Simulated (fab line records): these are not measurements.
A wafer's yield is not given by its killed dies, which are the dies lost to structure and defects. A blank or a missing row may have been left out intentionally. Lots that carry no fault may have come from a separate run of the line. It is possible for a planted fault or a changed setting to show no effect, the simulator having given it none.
Matching of chambers | flow n5_finfet | ald_metal-04 running N5_BEOL_M10_ALD_74: 4 sister chambers
The step deposits TaN, target thk 2 nm, pulse time 2 s, purge time 3 s. 8 wafers are shown with their chamber, then 8 later ones without.

== WAFERS, EACH WITH ITS CHAMBER ==
wafer  | chamber | heater_power_w (W) | heater_power_outer_w (W)
L074.2 | 1       | 394                | 206
L079.3 | 1       | 387                | 206
L080.2 | 2       | 380                | 196
L080.6 | 3       | 428                | 230
L088.3 | 2       | 375                | 202
L088.5 | 3       | 434                | 225
L088.6 | 0       | 468                | 261
L092.1 | 0       | 483                | 266

== WAFERS WHOSE CHAMBER IS MISSING ==
wafer  | heater_power_w (W) | heater_power_outer_w (W)
L092.3 | 416                | 228
L092.6 | 395                | 205
L095.1 | 381                | 201
L095.2 | 439                | 228
L095.3 | 407                | 205
L095.4 | 388                | 208
L095.5 | 425                | 232
L095.6 | 380                | 198

== CHAMBER TAKEN BY EACH ==
wafer  | from the rows above     | in truth
L092.3 | 3                       | 3
L092.6 | 1                       | 1
L095.1 | can't be placed: 2 or 1 | 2
L095.2 | 3                       | 3
L095.3 | 1                       | 1
L095.4 | 1                       | 1
L095.5 | 3                       | 3
L095.6 | 2                       | 2
7 of 8 placed correctly. Not placeable from these rows: 1 (in 1, the candidates include the true chamber). Placed wrongly: 0.
How it was worked out, from the rows above alone: a wafer's distance from a chamber is the root of the sum, over the readings, of the square of ((its reading less the chamber's mean) divided by the reading's scatter). The wafer belongs to the nearest chamber; if the next one is less than 2 further off, it can't be placed. The mean given for a chamber averages the wafers shown for that chamber. How the scatter is found: for the shown wafers, subtract from each reading the mean of its chamber, square and add these, divide the total by (wafers less chambers), then take the root.
